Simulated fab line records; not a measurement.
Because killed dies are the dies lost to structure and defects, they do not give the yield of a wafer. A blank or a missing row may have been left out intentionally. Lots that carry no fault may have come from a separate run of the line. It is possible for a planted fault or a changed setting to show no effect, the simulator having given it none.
Matching of chambers    flow n5-finfet    N5_GATE_CUT_SAC_CAP_01 on ald-sin-01: 4 sister chambers
The step material SiNx, target thk 24 nm, pulse time 1 s, ald cycles 480. 14 wafers are shown with their chamber, then 7 later ones without.

== WAFERS WITH THEIR CHAMBER ==
wafer   chamber  heater-power-outer-w (W)  heater-power-w (W)  precursor-pulse-height-rel
L077.1  2        548                       840                 1.008
L077.3  3        404                       726                 1.021
L077.5  3        418                       744                 0.980
L078.1  0        400                       680                 0.993
L078.3  2        548                       850                 1.011
L078.6  3        412                       722                 1.010
L079.1  1        551                       912                 0.992
L079.4  0        397                       679                 0.990
L079.6  3        402                       721                 1.008
L084.3  1        555                       912                 0.999
L084.5  3        412                       714                 1.013
L084.6  0        404                       688                 1.010
L090.1  0        396                       704                 1.014
L090.3  3        415                       726                 1.019

SIGNATURES (averages over the wafers above)
reading                     chamber 0  chamber 1  chamber 2  chamber 3  scatter within a chamber
heater-power-outer-w        399.25     553.00     548.00     410.50     4.92
heater-power-w              687.75     912.00     845.00     725.50     9.79
precursor-pulse-height-rel  1.00175    0.99550    1.00950    1.00850    0.0125
Rule: distance of a wafer from a chamber = root of the sum over the readings of ((wafer's reading minus chamber's mean) / reading's scatter) squared. If the next closest chamber is less than 2 further off than the closest, the wafer can't be placed; otherwise it belongs to the closest. The scatter: the root of (the sum of the squares of (reading less its chamber's mean) over the shown wafers, divided by (wafers less chambers)).

== WAFERS MISSING THEIR CHAMBER ==
wafer   heater-power-outer-w (W)  heater-power-w (W)  precursor-pulse-height-rel
L090.6  559                       904                 0.986
L091.4  401                       682                 1.019
L091.5  557                       934                 0.998
L091.6  398                       673                 1.017
L095.1  566                       842                 1.020
L095.3  567                       917                 0.982
L095.4  391                       681                 1.021

== WHICH CHAMBER EACH WENT THROUGH ==
wafer   from the rows above  in truth
L090.6  1                    1
L091.4  0                    0
L091.5  1                    1
L091.6  0                    0
L095.1  2                    2
L095.3  1                    1
L095.4  0                    0
Placed correctly: 7 of 7. From these rows, 0 cannot be placed. Wrongly placed: 0.
